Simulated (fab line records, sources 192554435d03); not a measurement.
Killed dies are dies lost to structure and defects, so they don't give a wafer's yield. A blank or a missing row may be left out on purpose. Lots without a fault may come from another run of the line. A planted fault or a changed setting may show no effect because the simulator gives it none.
fab line records | flow n5_finfet
record lots=7 wafers=39
route steps=1938 shown BEOL_M10@1512
start_h: hours from the record's first day to the start of the lot's first wafer shown | wait_h: hours since the lot's step before | " the same as in the row above | L1.1+2: a row that stands for several wafers | - no value, or no start given | * or withheld: withheld | < > ~ a bound
route shown NAME@n: a module of which the file shows steps, and the number in the route of the first | usual: mean/standard deviation of fault-free wafers | same: alike in all rows | chamber/n: place in a boat | sites: the reading at each site | _std_site: their standard deviation | _edge_site: outer sites' mean less inner sites' | radius_mm: how far each site lies from the wafer's centre | mask NAME#n: copy n | behind: the tool/chamber that last shaped the wafer | hold: why the lot was held/for how many hours/how that ended | device: the transistor (n, p or np) that didn't switch | end of line: the same wafers' tests at the end of the route | a step without rows: its recipe alone | killed: dies lost to structure and defects at the first sort, not the wafer's yield | map: a wafer's dies, x killed, . not, _ none there
set.NAME: the setting as run; set.NAME@STEP: as run at that earlier step | model.NAME: the simulator's own value behind a step, which no gauge read
lots whose settings were changed on purpose; a table a step, a row a wafer
## steps
# step N5_BEOL_M10_TRENCH_ETCH_37
# recipe chemistry=C4F6/O2 target_depth_a=1488.3 target=SiCOH_lowk time_s=48 ion_energy_ev=250 pressure_mtorr=30 source_w=345 bias_w=185 Ar_flow_sccm=300 C4F6_flow_sccm=10 O2_flow_sccm=10
# columns lot.wafer tool chamber start_h wait_h set.time_s model.BEOL_M10.feature_depth_nm model.etch.depth_nm model.TiN_of_BEOL_M10_HM_DEP_02.thk_nm
L074.1 rie_diel-01 0 - - 48 149.6 149.7 16.2
L074.2 " 3 " " 48 147.4 147.4 16
L074.3 " 2 " " 28.57 90.2 90.23 17.6
L074.4 " 1 " " 28.57 86.6 86.66 17.6
L074.5 " 1 " " 28.57 86.4 86.41 18
L074.6 " 0 " " 48 147.6 147.6 16.2
L077.2 rie_diel-03 1 - - 48 154.8 154.8 15.4
L077.4 " 2 " " 48 155.4 155.4 15.8
L077.6 " 0 " " 48 147 147.1 15.8
L080.1 rie_diel-03 3 - - 65.91 196.8 196.8 14.6
L080.2 " 2 " " 65.91 212.6 212.6 14.2
L080.3 " 0 " " 48 147 146.9 16.2
L080.4 " 3 " " 65.91 196.2 196.2 14.6
L080.5 " 2 " " 48 156.6 156.7 15.8
L080.6 " 0 " " 48 147.2 147.3 16.4
L087.1 rie_diel-05 2 - - 36 115.8 115.8 16.6
L087.2 " 0 " " 36 110.2 110.2 17.2
L087.3 " 3 " " 48 147.4 147.4 15.8
L087.4 " 1 " " 48 146.8 146.8 15.8
L087.5 " 3 " " 48 146.2 146.2 15.8
L087.6 " 2 " " 36 115.2 115.2 17.2
L090.1 rie_diel-01 1 - - 31.69 101.8 101.9 17.2
L090.2 " 3 " " 31.69 96.2 96.25 17.2
L090.3 " 0 " " 48 149.4 149.5 15.8
L090.4 " 2 " " 48 149.4 149.4 15.6
L090.5 " 1 " " 48 154.2 154.2 15.6
L090.6 " 0 " " 31.69 98.4 98.49 17
L095.1 rie_diel-05 0 - - 48 148.2 148.3 15.6
L095.2 " 1 " " 48 145.8 145.7 16
L095.3 " 2 " " 48 154.4 154.5 15.4
L095.4 " 3 " " 48 147.6 147.6 15.6
L095.5 " 2 " " 48 154 153.9 15.4
L095.6 " 1 " " 48 146.8 146.8 15.6
L096.1 rie_diel-03 2 - - 37.99 122.8 122.8 16.6
L096.2 " 1 " " 48 152.8 152.7 15.4
L096.3 " 3 " " 48 144.2 144.1 15.6
L096.4 " 1 " " 37.99 120.6 120.6 16.4
L096.5 " 2 " " 48 154.2 154.1 15.4
L096.6 " 3 " " 37.99 114 114 16.8
# step N5_BEOL_M10_ETCH_41
# recipe chemistry=CH3F/O2 target=SiCN target_depth_a=426 taper_deg=2 time_s=86 ion_energy_ev=120 mask_material=TiN pressure_mtorr=30 source_w=395 bias_w=75 Ar_flow_sccm=150 CH3F_flow_sccm=30 O2_flow_sccm=20
# step N5_BEOL_M10_STRIP_77
# recipe chemistry=N2/H2 time_s=10 power_w=450 temp_c=40 pressure_mtorr=20 rf_frequency_hz=6e+07 bias_power_w=7 n2_flow_sccm=200 h2_flow_sccm=200
# step N5_BEOL_M10_OCD_MEAS_38
# usual trench_depth_nm=149/3.8
# columns lot.wafer tool chamber start_h wait_h set.time_s@BEOL_M10_TRENCH_ETCH_37 trench_depth_nm
L074.1 ocd-02 - 219.52 - 48 150
L074.2 " - " " 48 148
L074.3 " - " " 28.57 90
L074.4 " - " " 28.57 87
L074.5 " - " " 28.57 86
L074.6 " - " " 48 147
L077.2 ocd-01 - 237.03 - 48 154
L077.4 " - " " 48 156
L077.6 " - " " 48 147
L080.1 ocd-01 - 263.69 - 65.91 197
L080.2 " - " " 65.91 212
L080.3 " - " " 48 147
L080.4 " - " " 65.91 196
L080.5 " - " " 48 157
L080.6 " - " " 48 147
L087.1 ocd-01 - 310.39 - 36 116
L087.2 " - " " 36 111
L087.3 " - " " 48 148
L087.4 " - " " 48 147
L087.5 " - " " 48 146
L087.6 " - " " 36 115
L090.1 ocd-02 - 313.19 - 31.69 102
L090.2 " - " " 31.69 96
L090.3 " - " " 48 149
L090.4 " - " " 48 149
L090.5 " - " " 48 154
L090.6 " - " " 31.69 99
L095.1 ocd-01 - 366.35 - 48 148
L095.2 " - " " 48 146
L095.3 " - " " 48 154
L095.4 " - " " 48 147
L095.5 " - " " 48 154
L095.6 " - " " 48 147
L096.1 ocd-02 - 373.12 - 37.99 123
L096.2 " - " " 48 153
L096.3 " - " " 48 144
L096.4 " - " " 37.99 121
L096.5 " - " " 48 154
L096.6 " - " " 37.99 114
# step N5_BEOL_M10_HM_STRIP_39
# recipe chemistry=peroxide_tin_strip material=TiN target_depth_a=250 temp_c=50 time_s=158
# step N5_BEOL_M10_SRD_40
# recipe time_s=30 temp_c=23 rinse_liquid=diw dry=ipa_marangoni
# step N5_BEOL_M10_ECD_50
# recipe material=Cu target_thk_a=3180
# step N5_BEOL_M10_ANNEAL_51
# recipe temp_c=225 time_s=90 ambient=N2
# step N5_BEOL_M10_CMP_52
# recipe stop_on=SiCOH_lowk t_overpolish_s=7 down_force_psi=1 platen_rpm=50 clearing_platen_down_force_psi=1.5 clearing_platen_rpm=50 post_cmp_clean=cu_alkaline target_thk_nm=140 clearing_platen_pad_velocity_m_s=0.99484 pad_velocity_m_s=0.99484
# columns lot.wafer tool chamber start_h wait_h set.time_s@BEOL_M10_TRENCH_ETCH_37 model.Cu_of_BEOL_M10_ECD_50.thk_nm
L074.1 cmp-04 1 222.69 0.3 48 142.4
L074.2 " 2 " " 48 140.6
L074.3 " 3 " " 28.57 83
L074.4 " 0 " " 28.57 77.4
L074.6 " 1 " " 48 140
L074.5 " 2 " " 28.57 79.4
L077.4 cmp-04 3 240.44 0.2 48 147.4
L077.2 " 1 " " 48 147.8
L077.6 " 2 " " 48 139.4
L080.3 cmp-04 2 266.02 0.2 48 139.2
L080.1 " 3 " " 65.91 188.8
L080.2 " 0 " " 65.91 204
L080.4 " 1 " " 65.91 189.4
L080.5 " 2 " " 48 151
L080.6 " 3 " " 48 140
L087.2 cmp-02 2 314.16 0.2 36 101.2
L087.4 " 3 " " 48 138.4
L087.1 " 0 " " 36 108.4
L087.3 " 1 " " 48 136.6
L087.5 " 2 " " 48 137.6
L087.6 " 3 " " 36 105.6
L090.1 cmp-02 2 315.07 0.3 31.69 94.4
L090.2 " 3 " " 31.69 86.2
L090.3 " 0 " " 48 142.6
L090.4 " 1 " " 48 140.2
L090.6 " 2 " " 31.69 90.6
L090.5 " 3 " " 48 146.2
L095.1 cmp-02 1 369.61 0.3 48 138.6
L095.3 " 2 " " 48 145.4
L095.2 " 3 " " 48 136.8
L095.4 " 0 " " 48 140.6
L095.6 " 1 " " 48 137.8
L095.5 " 2 " " 48 146.2
L096.2 cmp-01 3 375.54 0.2 48 144.8
L096.1 " 0 " " 37.99 115.2
L096.4 " 1 " " 37.99 113
L096.3 " 2 " " 48 133.8
L096.5 " 3 " " 48 146.4
L096.6 " 0 " " 37.99 104.2
# step N5_BEOL_M10_THK_MEAS_53
# recipe thk_meas_gauge=xrf reads=Cu_of_BEOL_M10_ECD_50
# usual M10_THK=140/4.1
# columns lot.wafer tool chamber start_h wait_h set.time_s@BEOL_M10_TRENCH_ETCH_37 M10_THK[nm]
L074.1 film_metro-01 - 222.99 - 48 139
L074.2 " - " " 48 139
L074.3 " - " " 28.57 82
L074.4 " - " " 28.57 76
L074.5 " - " " 28.57 78
L074.6 " - " " 48 138
L077.2 film_metro-02 - 240.69 - 48 147
L077.4 " - " " 48 146
L077.6 " - " " 48 139
L080.1 film_metro-02 - 266.31 - 65.91 187
L080.2 " - " " 65.91 202
L080.3 " - " " 48 138
L080.4 " - " " 65.91 188
L080.5 " - " " 48 150
L080.6 " - " " 48 139
L087.1 film_metro-01 - 314.46 - 36 109
L087.2 " - " " 36 102
L087.3 " - " " 48 138
L087.4 " - " " 48 139
L087.5 " - " " 48 139
L087.6 " - " " 36 106
L090.1 film_metro-01 - 315.36 - 31.69 94
L090.2 " - " " 31.69 86
L090.3 " - " " 48 142
L090.4 " - " " 48 140
L090.5 " - " " 48 145
L090.6 " - " " 31.69 91
L095.1 film_metro-02 - 369.90 - 48 138
L095.2 " - " " 48 136
L095.3 " - " " 48 145
L095.4 " - " " 48 140
L095.5 " - " " 48 146
L095.6 " - " " 48 138
L096.1 film_metro-02 - 375.84 - 37.99 114
L096.2 " - " " 48 144
L096.3 " - " " 48 133
L096.4 " - " " 37.99 112
L096.5 " - " " 48 146
L096.6 " - " " 37.99 104
# step N5_BEOL_M10_PRE_CLEAN_55
# recipe gas=NH3 time_s=15 temp_c=withheld rf_power_w=300
# step N5_BEOL_M10_DEP_56
# recipe material=SiCN target_thk_a=150 temp_c=withheld precursor=3MS/NH3 pressure_torr=3 rf_w=202 time_s=26.5
# step N5_BEOL_M10_RS_MEAS_57
# recipe thk_meas_gauge=four-point-probe reads=Cu_of_BEOL_M10_ECD_50+Co_of_BEOL_M10_CVD_75+TaN_of_BEOL_M10_ALD_74
# usual M10_RS=0.150/0.0048
# columns lot.wafer tool chamber start_h wait_h set.time_s@BEOL_M10_TRENCH_ETCH_37 M10_RS[ohm/sq]
L074.1 film_metro-02 - 223.12 0.1 48 0.148
L074.2 " - " " 48 0.150
L074.3 " - " " 28.57 0.273
L074.4 " - " " 28.57 0.297
L074.5 " - " " 28.57 0.287
L074.6 " - " " 48 0.151
L077.2 film_metro-02 - 240.83 0.1 48 0.142
L077.4 " - " " 48 0.143
L077.6 " - " " 48 0.152
L080.1 film_metro-01 - 266.45 0.1 65.91 0.109
L080.2 " - " " 65.91 0.100
L080.3 " - " " 48 0.152
L080.4 " - " " 65.91 0.108
L080.5 " - " " 48 0.139
L080.6 " - " " 48 0.151
L087.1 film_metro-01 - 314.86 0.3 36 0.200
L087.2 " - " " 36 0.217
L087.3 " - " " 48 0.155
L087.4 " - " " 48 0.152
L087.5 " - " " 48 0.154
L087.6 " - " " 36 0.207
L090.1 film_metro-01 - 315.50 0.1 31.69 0.235
L090.2 " - " " 31.69 0.261
L090.3 " - " " 48 0.148
L090.4 " - " " 48 0.151
L090.5 " - " " 48 0.144
L090.6 " - " " 31.69 0.246
L095.1 film_metro-02 - 370.04 0.1 48 0.152
L095.2 " - " " 48 0.155
L095.3 " - " " 48 0.145
L095.4 " - " " 48 0.150
L095.5 " - " " 48 0.144
L095.6 " - " " 48 0.154
L096.1 film_metro-02 - 376.00 0.1 37.99 0.188
L096.2 " - " " 48 0.146
L096.3 " - " " 48 0.158
L096.4 " - " " 37.99 0.192
L096.5 " - " " 48 0.144
L096.6 " - " " 37.99 0.210
## key
split step=N5_BEOL_M10_TRENCH_ETCH_37 setting=time_s stated=48 by=wafer
response step=N5_BEOL_M10_TRENCH_ETCH_37 reading=model.BEOL_M10.feature_depth_nm change=+1.45 per=1% r=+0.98
response step=N5_BEOL_M10_TRENCH_ETCH_37 reading=model.etch.depth_nm change=+1.45 per=1% r=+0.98
response step=N5_BEOL_M10_TRENCH_ETCH_37 reading=model.TiN_of_BEOL_M10_HM_DEP_02.thk_nm change=-0.0439 per=1% r=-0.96
response step=N5_BEOL_M10_OCD_MEAS_38 reading=trench_depth_nm change=+1.45 per=1% r=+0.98
response step=N5_BEOL_M10_CMP_52 reading=model.Cu_of_BEOL_M10_ECD_50.thk_nm change=+1.45 per=1% r=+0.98
response step=N5_BEOL_M10_THK_MEAS_53 reading=M10_THK change=+1.44 per=1% r=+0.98
response step=N5_BEOL_M10_RS_MEAS_57 reading=M10_RS change=-0.00244 per=1% r=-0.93
